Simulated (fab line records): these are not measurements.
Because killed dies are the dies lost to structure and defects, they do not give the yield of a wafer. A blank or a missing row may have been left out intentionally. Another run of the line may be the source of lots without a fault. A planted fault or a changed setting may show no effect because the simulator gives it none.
fab line records	flow n5Finfet
record lots=6	wafers=18	lastDay=17
route steps=1938 shown FIN_CUT@175 STI_FIN_REVEAL@183 BEOL_M4@1111 PASSIVATION@1936
lots that met no fault: taken from a fault-free run of the same line
startH: start of the lot's first displayed wafer, in hours after the record's first day	waitH: hours since the lot's step before	" the same as in the row above	L1.1+2: one row covering several wafers at once	- value missing, or start not given	* or withheld: withheld	< > ~ a bound
route shown NAME@n: a module of which the file shows steps, and the number in the route of the first	usual: mean and standard deviation over wafers with no fault	same: alike in all rows	chamber/n: place in a boat	sites: the reading at each site	_std_site: how widely they spread, as a standard deviation	_edge_site: the outer-site mean with the inner-site mean subtracted	radiusMm: how far each site lies from the wafer's centre	mask NAME#n: copy n	behind: the most recent tool/chamber to have shaped the wafer	hold: what put the lot on hold/how long, in hours/how the hold closed	device: the transistor (n, p or np) that didn't switch	end of line: the route-end tests of the same wafers	where a step has no rows: the recipe by itself	killed: count of dies lost to structure and defects at first sort (not the wafer's yield)	map: the dies of a wafer, with x for killed, . for not killed, _ for no die there
set.NAME: setting as actually run; set.NAME@STEP: the setting as run at that earlier step	model.NAME: the simulator's own value behind a step, which no gauge read
lots at selected steps of the route; one table per step, one row per wafer
services: from which hour (startH, from the record's first day; less than 0 if before it) a tool's chamber was out of use, for how many hours, and why
## steps
# step N5_FIN_CUT_PRECLEAN_35
# recipe timeS=13.3	tempC=45	pressureTorr=125	pHfTorr=3	pCoreactantTorr=25	chemistry=vHF
# step N5_FIN_CUT_CUT_ETCH_15
# recipe chemistry=HBr/Cl2/O2	target=Si	targetDepthA=1000	btTimeS=10	maskMaterial=SOC	timeS=42.4	ionEnergyEv=*	biasW=*	pressureMtorr=10	icpW=800	HBr_flow_sccm=150	Cl2_flow_sccm=80	O2_flow_sccm=12
# usual drypumpMotorCurrentA=5.9/0.31	mfcCl2Sccm=80.02/0.23	oesProductAu=0.993/0.016	throttleValvePct=37.06/0.3
# same timeS=42.4
lot.wafer	tool	chamber	startH	waitH	drypumpMotorCurrentA	mfcCl2Sccm	oesProductAu	rfHoursCounterH	throttleValvePct
L784.1	rieSi-01	0	29.31	0.1	5.8	80.02	0.989	2	37.34
L784.2	"	2	"	"	6.3	79.93	1.027	155	36.89
L784.5	"	0	"	"	5.8	79.99	0.980	-	37.34
L788.2	rieSi-01	2	51.16	0.1	6.3	79.71	1.014	155	36.88
L788.4	"	3	"	"	6.3	80.06	0.971	122	37.45
L788.5	"	0	"	"	5.8	80.19	0.992	-	37.35
L789.1	rieSi-01	0	58.23	0.1	5.8	79.86	0.992	3	37.34
L789.2	"	2	"	"	6.3	79.85	1.020	155	36.88
L789.6	"	3	"	"	6.3	80.08	0.962	-	37.45
L791.1	rieSi-01	2	68.80	0.1	6.3	80.14	1.022	155	36.90
L791.3	"	1	"	"	5.7	80.25	0.992	51	36.91
L791.5	"	1	"	"	5.7	79.99	0.991	-	36.93
L799.1	rieSi-02	1	117.21	0.1	6.3	79.92	0.984	7	36.88
L799.2	"	3	"	"	5.8	80.03	0.978	191	37.11
L799.6	"	2	"	"	5.3	79.99	0.985	-	37.49
L806.1	rieSi-01	3	160.80	0.1	6.3	79.96	0.967	124	37.46
L806.5	"	0	"	"	5.8	80.10	0.978	-	37.33
L806.6	"	1	"	"	5.7	79.88	1.003	-	36.94
# step N5_FIN_CUT_CUT_ETCH_28
# recipe chemistry=HBr/Cl2/O2	target=Si	targetDepthA=60	maskMaterial=SOC	timeS=2.4	ionEnergyEv=*	biasW=*	pressureMtorr=10	icpW=800	HBr_flow_sccm=150	Cl2_flow_sccm=80	O2_flow_sccm=12
# usual drypumpMotorCurrentA=5.9/0.31	mfcCl2Sccm=80.05/0.25	oesProductAu=0.993/0.016	throttleValvePct=37.06/0.3
# same timeS=2.4
lot.wafer	tool	chamber	startH	waitH	drypumpMotorCurrentA	mfcCl2Sccm	oesProductAu	rfHoursCounterH	throttleValvePct
L784.1	rieSi-01	0	29.36	0.0	5.8	80.09	0.987	2	37.33
L784.2	"	2	"	"	6.3	79.99	1.019	155	36.90
L784.5	"	0	"	"	5.8	80.30	0.990	-	37.32
L788.2	rieSi-01	2	51.22	0.0	6.3	80.21	1.022	155	36.91
L788.4	"	3	"	"	6.3	80.12	0.974	122	37.44
L788.5	"	0	"	"	5.8	80.52	0.992	-	37.33
L789.1	rieSi-01	0	58.29	0.0	5.8	80.12	0.985	3	37.33
L789.2	"	2	"	"	6.4	80.12	1.012	155	36.89
L789.6	"	3	"	"	6.4	79.98	0.966	-	37.47
L791.1	rieSi-01	2	68.86	0.0	6.3	80.41	1.017	155	36.88
L791.3	"	1	"	"	5.7	79.83	0.997	51	36.92
L791.5	"	1	"	"	5.7	80.00	0.998	-	36.93
L799.1	rieSi-02	1	117.26	0.0	6.2	79.93	1.002	7	36.86
L799.2	"	3	"	"	5.8	79.46	0.977	191	37.11
L799.6	"	2	"	"	5.3	80.14	0.977	-	37.50
L806.1	rieSi-01	3	160.85	0.0	6.3	80.17	0.971	124	37.45
L806.5	"	0	"	"	5.8	80.18	0.988	-	37.34
L806.6	"	1	"	"	5.7	79.95	1.000	-	36.92
# step N5_FIN_CUT_STRIP_22
# recipe chemistry=N2/H2	powerW=500	tempC=40	pressureMtorr=50	rfFrequencyHz=6e+07	overashFraction=0.3	biasPowerW=8	h2Frac=0.5	n2FlowSccm=300	h2FlowSccm=300
# usual drypumpMotorCurrentA=6.0/0.37	oesProductAu=0.79/0.083	rfVppV=54.2/2.4	showerheadPlenumPTorr=3.35/0.12	throttleValvePct=19.0/0.41
lot.wafer	tool	chamber	startH	waitH	drypumpMotorCurrentA	oesProductAu	rfHoursCounterH	rfVppV	showerheadPlenumPTorr	throttleValvePct
L784.1	rieDiel-02	1	29.43	0.0	5.9	0.86	55	58.8	3.28	18.9
L784.2	"	0	"	"	6.5	0.73	188	54.9	3.48	19.0
L784.5	"	2	"	"	6.7	0.74	-	55.1	3.21	18.8
L788.2	rieDiel-03	1	51.28	0.0	6.2	0.82	95	54.9	3.13	18.9
L788.4	"	0	"	"	5.9	0.89	31	52.1	3.42	19.5
L788.5	"	2	"	"	6.0	0.71	-	50.9	3.35	19.2
L789.1	rieDiel-03	2	58.48	0.2	5.9	0.71	185	54.3	3.35	19.2
L789.2	"	0	"	"	5.9	0.87	33	56.0	3.42	19.4
L789.6	"	0	"	"	5.9	0.88	-	56.8	3.42	19.4
L791.1	rieDiel-01	0	68.92	0.0	5.9	0.80	100	54.1	3.39	18.9
L791.3	"	2	"	"	5.5	0.70	225	55.6	3.45	19.8
L791.5	"	1	"	"	6.3	1.00	-	56.5	3.30	18.7
L799.1	rieDiel-02	2	117.33	0.0	6.8	0.72	198	52.1	3.20	18.9
L799.2	"	1	"	"	5.9	0.84	80	54.2	3.27	19.0
L799.6	"	1	"	"	5.9	0.81	-	52.7	3.27	19.0
L806.1	rieDiel-03	2	160.92	0.1	6.0	0.71	212	57.4	3.34	19.3
L806.5	"	1	"	"	6.2	0.78	-	59.1	3.11	18.8
L806.6	"	0	"	"	5.9	0.84	-	49.8	3.40	19.5
# step N5_FIN_CUT_PRECLEAN_36
# recipe chemistry=O3/DIW	timeS=60	tempC=22	o3Ppm=10
# step N5_FIN_CUT_SRD_32
# recipe dry=ipaMarangoni	timeS=30	tempC=23	rinseLiquid=diw
# step N5_FIN_CUT_UV_OZONE_34
# recipe timeS=120	pressureTorr=760	tempC=25
# step N5_FIN_CUT_INSPECT_17
# recipe inspectInstrument=brightfield	mode=aei
# usual rawDefectCount=227/60
lot.wafer	tool	chamber	startH	waitH	rawDefectCount
L784.1	defectInspect-01	-	29.59	0.0	206
L784.2	"	-	"	"	211
L784.5	"	-	"	"	218
L788.2	defectInspect-01	-	51.44	0.0	232
L788.4	"	-	"	"	176
L788.5	"	-	"	"	229
L789.1	defectInspect-02	-	58.64	0.0	198
L789.2	"	-	"	"	201
L789.6	"	-	"	"	214
L791.1	defectInspect-01	-	69.09	0.0	203
L791.3	"	-	"	"	320
L791.5	"	-	"	"	252
L799.1	defectInspect-01	-	117.50	0.0	269
L799.2	"	-	"	"	314
L799.6	"	-	"	"	252
L806.1	defectInspect-02	-	161.08	0.0	265
L806.5	"	-	"	"	329
L806.6	"	-	"	"	279
# step N5_STI_FIN_REVEAL_ALD_00
# recipe material=SiO2	targetThkA=10	tempC=300	aldPrecursorFamily=BDEAS	aldCoReactant=O2-plasma	pulseTimeS=1	pressureTorr=2
# usual heaterPowerOuterW=267/29	heaterPowerW=465/50	precursorPulseHeightRel=0.999/0.02
lot.wafer	tool	chamber	startH	waitH	heaterPowerOuterW	heaterPowerW	precursorPulseHeightRel
L784.1	aldSin-03	2	29.63	0.0	250	434	0.991
L784.2	"	1	"	"	316	549	0.969
L784.5	"	1	"	"	315	536	0.969
L788.2	aldSin-03	2	51.71	0.3	255	440	1.006
L788.4	"	0	"	"	269	497	0.977
L788.5	"	1	"	"	320	561	1.007
L789.1	aldSin-03	1	58.68	0.0	315	552	0.978
L789.2	"	0	"	"	278	498	1.007
L789.6	"	1	"	"	323	536	0.984
L791.1	aldSin-03	1	69.20	0.1	314	537	0.983
L791.3	"	0	"	"	269	490	0.986
L791.5	"	0	"	"	271	489	1.019
L799.1	aldSin-02	1	117.53	0.0	286	470	1.010
L799.2	"	3	"	"	268	452	0.980
L799.6	"	3	"	"	263	461	1.002
L806.1	aldSin-02	3	161.55	0.5	266	452	0.987
L806.5	"	0	"	"	286	547	1.006
L806.6	"	1	"	"	287	486	1.003
# step N5_STI_FIN_REVEAL_ALD_14
# recipe material=Si3N4	targetThkA=30	tempC=400	aldPrecursorFamily=SiH2I2	aldCoReactant=N2/H2-plasma	pressureTorr=2
# usual heaterPowerOuterW=523/58	heaterPowerW=830/88
lot.wafer	tool	chamber	startH	waitH	heaterPowerOuterW	heaterPowerW
L784.1	aldSin-03	2	29.68	0.0	498	784
L784.2	"	1	"	"	626	990
L784.5	"	1	"	"	636	975
L788.2	aldSin-03	2	51.75	0.0	500	793
L788.4	"	0	"	"	538	865
L788.5	"	1	"	"	616	979
L789.1	aldSin-03	1	58.73	0.0	614	963
L789.2	"	0	"	"	534	870
L789.6	"	1	"	"	636	985
L791.1	aldSin-03	1	69.25	0.0	644	979
L791.3	"	0	"	"	545	879
L791.5	"	0	"	"	537	861
L799.1	aldSin-02	1	117.58	0.0	566	863
L799.2	"	3	"	"	514	806
L799.6	"	3	"	"	522	817
L806.1	aldSin-02	3	161.60	0.0	526	805
L806.5	"	0	"	"	579	976
L806.6	"	1	"	"	562	861
# step N5_STI_FIN_REVEAL_FCVD_FILL_01
# recipe material=SiO2_flowable	targetThkA=3120	tempC=100	pressureTorr=0.8	rfW=2000	timeS=512.2
# step N5_STI_FIN_REVEAL_DENSIFY_02
# recipe tempC=650	ambient=steam	timeS=1800	idleTempC=400	densificationPH2oTorr=640
# step N5_STI_FIN_REVEAL_CMP_04
# recipe stopOn=Si3N4	tOverpolishS=4	downForcePsi=2	platenRpm=54.18	postCmpClean=alkalineBrush	padVelocityMS=1.078	targetThkNm=131.83
# usual motorCurrentA=8.1/0.67	overpolishRunS=4.000/0.009	slurryFilterDpKPa=13.49/0.14	timeToEndpointS=106/5.4
lot.wafer	tool	chamber	startH	waitH	motorCurrentA	overpolishRunS	slurryFilterDpKPa	timeToEndpointS
L784.1	cmp-01	1	34.75	0.1	7.1	4.010	13.40	115
L784.2	"	3	"	"	8.5	3.996	13.70	115
L784.5	"	1	"	"	7.0	3.989	13.66	116
L788.2	cmp-03	2	56.87	0.1	7.3	3.991	13.27	112
L788.4	"	3	"	"	8.3	4.016	13.63	107
L788.5	"	1	"	"	8.9	3.999	13.57	107
L789.1	cmp-03	2	63.77	0.0	7.5	4.005	13.53	217
L789.2	"	0	"	"	8.6	4.010	13.49	104
L789.6	"	2	"	"	7.7	4.001	13.65	107
L791.1	cmp-03	3	74.42	0.2	7.9	3.995	13.46	208
L791.3	"	0	"	"	8.9	4.009	13.64	220
L791.5	"	1	"	"	9.5	3.983	13.78	110
L799.1	cmp-01	1	122.63	0.0	7.0	4.026	13.49	103
L799.2	"	3	"	"	8.9	3.990	13.47	98
L799.6	"	1	"	"	6.8	4.006	13.53	101
L806.1	cmp-04	3	166.75	0.1	8.0	4.007	13.64	108
L806.6	"	0	"	"	7.3	3.985	13.65	105
L806.5	"	1	"	"	8.0	3.981	13.42	106
# step N5_STI_FIN_REVEAL_THK_MEAS_05
# usual thkNm=132.1/1.3
lot.wafer	tool	chamber	startH	waitH	thkNm
L784.1	filmMetro-01	-	35.01	-	133.7
L784.2	"	-	"	"	133.9
L784.5	"	-	"	"	133.5
L788.2	filmMetro-01	-	57.09	-	132.3
L788.4	"	-	"	"	131.4
L788.5	"	-	"	"	132.2
L789.1	filmMetro-01	-	64.06	-	134.4
L789.2	"	-	"	"	133.6
L789.6	"	-	"	"	131.5
L791.1	filmMetro-02	-	74.63	-	134.6
L791.3	"	-	"	"	136.6
L791.5	"	-	"	"	133.9
L799.1	filmMetro-02	-	122.93	-	131.7
L799.2	"	-	"	"	132.6
L799.6	"	-	"	"	132.4
L806.1	filmMetro-02	-	166.93	-	132.1
L806.5	"	-	"	"	131.9
L806.6	"	-	"	"	131.7
# step N5_BEOL_M4_RC_MEAS_101
# usual DIBL_N=35.8/1.5	DIBL_P=35.8/1.7	IOFF_N=0.151/0.022	IOFF_P=0.204/0.027	ION_N=673/8.6	ION_P=462/5.4	SS_N=71.4/0.54	SS_P=73.3/0.56	VT_N=250.5/2.6	VT_P=-251/3.1
lot.wafer	tool	chamber	startH	waitH	DIBL_N[mV/V]	DIBL_P[mV/V]	IOFF_N[nA/um]	IOFF_P[nA/um]	ION_N[uA/um]	ION_P[uA/um]	SS_N[mV/dec]	SS_P[mV/dec]	VT_N[mV]	VT_P[mV]
L784.1	prober-01	0	174.47	0.3	37.9	38.0	0.193	0.207	683	462	71.6	74.3	245.1	-253
L784.2	"	0	"	"	36.8	37.3	0.169	0.190	681	455	71.8	73.7	246.6	-254
L784.5	"	0	"	"	38.0	38.2	0.194	0.205	687	460	71.3	74.3	245.9	-252
L788.2	prober-01	0	201.86	0.2	35.9	36.5	0.145	0.212	678	465	71.6	73.3	250.1	-250
L788.4	"	0	"	"	35.7	36.4	0.142	0.200	670	462	71.3	73.0	250.5	-252
L788.5	"	0	"	"	36.2	37.0	0.155	0.212	678	462	70.2	73.5	249.6	-247
L789.1	prober-02	0	205.05	0.0	35.7	35.5	0.147	0.219	674	469	71.6	73.5	250.2	-248
L789.2	"	0	"	"	34.8	35.3	0.128	0.222	651	465	71.6	73.3	251.7	-247
L789.6	"	0	"	"	34.8	34.8	0.132	0.216	675	472	71.3	72.5	251.0	-250
L791.1	prober-01	0	215.69	0.0	34.5	33.9	0.128	0.189	653	454	71.4	72.8	253.5	-253
L791.3	"	0	"	"	34.4	34.0	0.131	0.204	666	463	71.6	72.8	251.6	-250
L791.5	"	0	"	"	35.5	35.2	0.143	0.216	664	458	71.8	73.4	252.8	-249
L799.1	prober-01	0	273.80	0.0	36.1	36.5	0.168	0.217	685	467	71.4	72.8	247.0	-248
L799.2	"	0	"	"	34.9	34.6	0.141	0.194	674	456	71.4	73.0	251.7	-250
L799.6	"	0	"	"	37.2	37.1	0.168	0.222	691	474	71.2	72.9	247.8	-250
L806.1	prober-02	0	303.88	0.0	37.8	38.2	0.170	0.205	669	462	71.7	73.0	248.0	-255
L806.5	"	0	"	"	36.2	36.3	0.138	0.181	669	457	71.2	73.0	252.0	-254
L806.6	"	0	"	"	33.4	32.8	0.105	0.142	665	452	71.3	72.4	254.4	-258
# step N5_PASSIVATION_PROBE_49
# usual defectLimitedYield=91.3/1.4	killed_at_M0_to_M3=33/10	killed_at_M4_up=15/6.1	killedAtContacts=12/6.7	killedAtFrontEnd=39/11	killedAtOther=4/3.3	killedDies=103/16	killedOpen=68/12	killedShort=34/7.2	sort_bin_5_function=5.1/0.88	sort_bin_6_memory=3.3/0.67	sortNPass=1077/16	sortYieldPct=91.3/1.4
# same grossDies=1180	killedAtBackSide=0	sort_bin_4_leakage[%]=0	sort_bin_8_speed[%]=0
lot.wafer	tool	chamber	startH	waitH	defectLimitedYield[%]	killed_at_M0_to_M3	killed_at_M4_up	killedAtContacts	killedAtFrontEnd	killedAtOther	killedDies	killedOpen	killedShort	sort_bin_5_function[%]	sort_bin_6_memory[%]	sortNPass	sortYieldPct[%]
L784.1	prober-01	-	281.72	0.0	92.5	33	5	8	37	5	88	56	30	4.1	3.1	1092	92.5
L784.2	prober-01	-	281.77	0.1	90.2	56	10	13	34	3	116	80	34	6.2	3.1	1064	90.2
L784.5	prober-01	-	281.92	0.2	91.9	43	14	2	26	11	96	50	43	4.4	3.3	1084	91.9
L788.2	prober-01	-	310.10	0.1	89.2	42	14	7	60	5	128	75	53	6.9	3.7	1052	89.2
L788.4	prober-01	-	310.20	0.2	91.1	36	11	6	49	3	105	75	29	5.1	3.6	1075	91.1
L788.5	prober-01	-	310.25	0.2	90.6	43	16	7	41	4	111	70	40	5.8	3.5	1069	90.6
L789.1	prober-02	-	317.48	0.0	92.6	22	5	7	47	6	87	55	31	4.9	2.4	1093	92.6
L789.2	prober-02	-	317.53	0.1	89.7	43	12	7	53	6	121	81	37	5.7	4.2	1059	89.7
L789.6	prober-02	-	317.73	0.3	93.3	16	10	16	35	2	79	56	22	4.3	2.2	1101	93.3
L791.1	prober-02	-	329.17	0.0	89.6	34	14	7	63	5	123	81	42	6.4	3.7	1057	89.6
L791.3	prober-02	-	329.27	0.1	92.5	24	16	9	37	3	89	57	32	4.5	2.7	1091	92.5
L791.5	prober-02	-	329.37	0.2	87.8	44	23	14	57	6	144	99	44	7.9	4.2	1036	87.8
L799.1	prober-01	-	389.09	0.0	94.0	28	8	5	24	6	71	41	30	3.7	1.9	1109	94.0
L799.2	prober-01	-	389.14	0.1	90.7	49	10	12	30	9	110	71	38	5.5	3.5	1070	90.7
L799.6	prober-01	-	389.34	0.3	90.4	42	28	8	30	5	113	77	33	5.7	3.7	1067	90.4
L806.1	prober-01	-	404.99	0.0	93.6	21	15	6	21	13	76	44	29	3.2	3.1	1104	93.6
L806.5	prober-01	-	405.19	0.2	91.6	35	23	4	29	8	99	75	23	5.1	3.2	1081	91.6
L806.6	prober-01	-	405.24	0.3	91.5	35	17	23	22	3	100	68	30	4.9	3.2	1080	91.5
# killed by level:class
L784.1 BEOL_M3:geometricParticle:open=10 FIN_SAQP:geometricParticle:open=9 FIN_SAQP:geometricParticle:short=9 BEOL_M1:geometricParticle:open=9 MOL_CONTACT_COAG:geometricParticle:open=5 BEOL_M0:geometricParticle:open=4 STI_FIN_REVEAL:geometricParticle:open=3 GATE_CUT:geometricParticle:short=3
L784.2 BEOL_M3:geometricParticle:open=22 BEOL_M1:geometricParticle:open=12 FIN_SAQP:geometricParticle:open=10 MOL_CONTACT_COAG:geometricParticle:open=9 FIN_SAQP:geometricParticle:short=5 BEOL_M3:geometricParticle:short=5 STI_FIN_REVEAL:geometricParticle:open=4 MOL_CONTACT_COAG:geometricParticle:short=4
L784.5 BEOL_M3:geometricParticle:open=10 BEOL_M1:geometricParticle:open=7 FIN_SAQP:geometricParticle:short=6 BEOL_M1:geometricParticle:short=6 BEOL_M2:geometricParticle:open=6 BEOL_M0:geometricParticle:short=5 PASS1_CAP:geometricParticle:short=5 STI_FIN_REVEAL:geometricParticle:open=4
L788.2 FIN_SAQP:geometricParticle:short=14 BEOL_M0_SAQP:geometricParticle:short=13 FIN_SAQP:geometricParticle:open=11 BEOL_M0_SAQP:geometricParticle:open=11 GATE_CUT:geometricParticle:short=7 ILD0:geometricParticle:open=6 MOL_CONTACT_COAG:geometricParticle:open=6 DUMMY_GATE:geometricParticle:open=4
L788.4 FIN_SAQP:geometricParticle:open=16 BEOL_M1:geometricParticle:open=15 FIN_SAQP:geometricParticle:short=8 STI_FIN_REVEAL:geometricParticle:open=5 MOL_CONTACT_COAG:geometricParticle:open=5 BEOL_M0_SAQP:geometricParticle:open=5 BEOL_M0:geometricParticle:open=5 STARTING-WAFER:geometricParticle:open=5
L788.5 FIN_SAQP:geometricParticle:open=13 BEOL_M0_SAQP:geometricParticle:open=13 FIN_SAQP:geometricParticle:short=11 BEOL_M0_SAQP:geometricParticle:short=10 MOL_CONTACT_COAG:geometricParticle:open=7 BEOL_M1:geometricParticle:short=5 BEOL_M3:geometricParticle:open=5 BEOL_M1:geometricParticle:open=5
L789.1 STI_FIN_REVEAL:geometricParticle:open=16 FIN_SAQP:geometricParticle:open=6 BEOL_M0_SAQP:geometricParticle:short=6 BEOL_M0_SAQP:geometricParticle:open=6 DUMMY_GATE:geometricParticle:open=5 MOL_CONTACT_COAG:geometricParticle:open=5 BEOL_M3:geometricParticle:open=5 STARTING-WAFER:geometricParticle:short=5
L789.2 BEOL_M0_SAQP:geometricParticle:open=14 STI_FIN_REVEAL:geometricParticle:open=11 DUMMY_GATE:geometricParticle:open=11 BEOL_M0_SAQP:geometricParticle:short=9 FIN_SAQP:geometricParticle:short=8 GATE_CUT:geometricParticle:short=7 BEOL_M3:geometricParticle:open=7 MOL_CONTACT_COAG:geometricParticle:open=5
L789.6 MOL_CONTACT_COAG:geometricParticle:open=16 STI_FIN_REVEAL:geometricParticle:open=10 GATE_CUT:geometricParticle:short=9 BEOL_M0_SAQP:geometricParticle:open=7 FIN_SAQP:geometricParticle:open=5 DUMMY_GATE:geometricParticle:open=3 BEOL_M0_SAQP:geometricParticle:short=3 FIN_SAQP:geometricParticle:short=2
L791.1 FIN_SAQP:geometricParticle:open=26 FIN_SAQP:geometricParticle:short=12 BEOL_M0_SAQP:geometricParticle:short=9 MOL_CONTACT_COAG:geometricParticle:open=7 BEOL_M2:geometricParticle:open=7 BEOL_M3:geometricParticle:open=7 BEOL_M4:geometricParticle:open=6 GATE_CUT:geometricParticle:short=5
L791.3 MOL_CONTACT_COAG:geometricParticle:open=8 STI_FIN_REVEAL:geometricParticle:open=7 GATE_CUT:geometricParticle:short=7 BEOL_M4:geometricParticle:open=7 FIN_SAQP:geometricParticle:open=6 BEOL_M0_SAQP:geometricParticle:short=5 BEOL_M0_SAQP:geometricParticle:open=5 BEOL_M2:geometricParticle:open=5
L791.5 FIN_SAQP:geometricParticle:open=15 MOL_CONTACT_COAG:geometricParticle:open=11 BEOL_M2:geometricParticle:open=11 BEOL_M0_SAQP:geometricParticle:open=10 BEOL_M0_SAQP:geometricParticle:short=10 BEOL_M4:geometricParticle:open=10 FIN_SAQP:geometricParticle:short=7 GATE_CUT:geometricParticle:open=7
L799.1 BEOL_M0_SAQP:geometricParticle:short=7 FIN_SAQP:geometricParticle:short=6 STI_FIN_REVEAL:geometricParticle:open=5 MOL_CONTACT_COAG:geometricParticle:open=5 BEOL_M3:geometricParticle:open=5 BEOL_M1:geometricParticle:short=4 STARTING-WAFER:geometricParticle:short=3 STI_FIN_REVEAL:geometricParticle:short=3
L799.2 BEOL_M0_SAQP:geometricParticle:open=17 MOL_CONTACT_COAG:geometricParticle:open=10 BEOL_M0_SAQP:geometricParticle:short=9 STI_FIN_REVEAL:geometricParticle:open=8 BEOL_M3:geometricParticle:open=8 FIN_SAQP:geometricParticle:short=5 BEOL_M4:geometricParticle:open=4 BEOL_M2:geometricParticle:open=4
L799.6 BEOL_M4:geometricParticle:open=13 BEOL_M2:geometricParticle:open=11 BEOL_M3:geometricParticle:open=8 STI_FIN_REVEAL:geometricParticle:open=7 MOL_CONTACT_COAG:geometricParticle:open=7 BEOL_M0_SAQP:geometricParticle:open=7 GATE_CUT:geometricParticle:short=5 BEOL_M3:geometricParticle:short=5
L806.1 MOL_CONTACT_COAG:geometricParticle:open=6 BEOL_M0_SAQP:geometricParticle:open=6 BEOL_M3:geometricParticle:open=6 BEOL_M0_SAQP:geometricParticle:short=5 FIN_SAQP:geometricParticle:open=4 BEOL_M5:geometricParticle:open=4 PAD_METAL:geometricParticle:short=4 STARTING-WAFER:geometricParticle:short=4
L806.5 BEOL_M4:geometricParticle:open=16 BEOL_M2:geometricParticle:open=12 BEOL_M0_SAQP:geometricParticle:open=7 BEOL_M3:geometricParticle:open=7 FIN_SAQP:geometricParticle:short=5 FIN_SAQP:geometricParticle:open=5 GATE_CUT:geometricParticle:short=5 BEOL_M1:geometricParticle:open=4
L806.6 MOL_CONTACT_COAG:geometricParticle:open=18 BEOL_M4:geometricParticle:open=8 BEOL_M2:geometricParticle:open=8 BEOL_M0_SAQP:geometricParticle:open=6 BEOL_M3:geometricParticle:open=6 MOL_CONTACT_COAG:geometricParticle:short=5 BEOL_M0_SAQP:geometricParticle:short=5 DUMMY_GATE:geometricParticle:open=4
## services
tool	chamber	startH	hours	kind
cmp-04	-	24.09	0.2	repair
aldSin-02	-	24.23	0.6	repair
cmp-03	-	25.84	2.0	repair
cmp-04	-	28.06	74.2	repair
rieDiel-03	0	29.10	15.9	repair
cmp-01	-	30.24	3.1	repair
rieDiel-03	1	31.63	7.5	repair
cmp-01	-	37.48	1.5	repair
aldSin-03	-	41.71	1.7	repair
rieSi-02	0	51.27	8.7	repair
cmp-01	-	57.30	4.0	pm
aldSin-02	1	60.53	2.8	repair
rieSi-01	0	62.02	8.5	repair
cmp-03	-	65.31	1.0	repair
aldSin-02	-	67.02	28.1	pm
rieSi-02	0	69.88	1.5	repair
rieDiel-02	-	82.58	1.0	repair
aldSin-02	-	95.12	14.0	pm
aldSin-03	1	106.27	6.0	repair
aldSin-02	-	111.00	0.6	repair
cmp-03	-	117.32	4.7	pm
aldSin-02	-	120.21	6.1	pm
aldSin-03	-	132.20	2.8	pm
cmp-01	-	136.68	6.1	pm
## key
firstSign step=N5_STI_FIN_REVEAL_CMP_04	reading=timeToEndpointS	direction=up	sigmas=20	usual=*	struck=*
effect step=N5_STI_FIN_REVEAL_THK_MEAS_05	reading=thkNm	direction=up	sigmas=2.4	usual=*	struck=*	wafersMoved=1
metAt N5_STI_FIN_REVEAL_CMP_04
struckWafers L789.1,L791.1,L791.3
onsetBetween 56.87 63.77
fault kind=processParameterDrift	tool=cmp-03	chamber=-	onsetH=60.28	steps=N5_STI_FIN_REVEAL_CMP_04	channel=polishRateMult	offset=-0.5	shape=step	endH=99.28	scope=struckWafersOnly
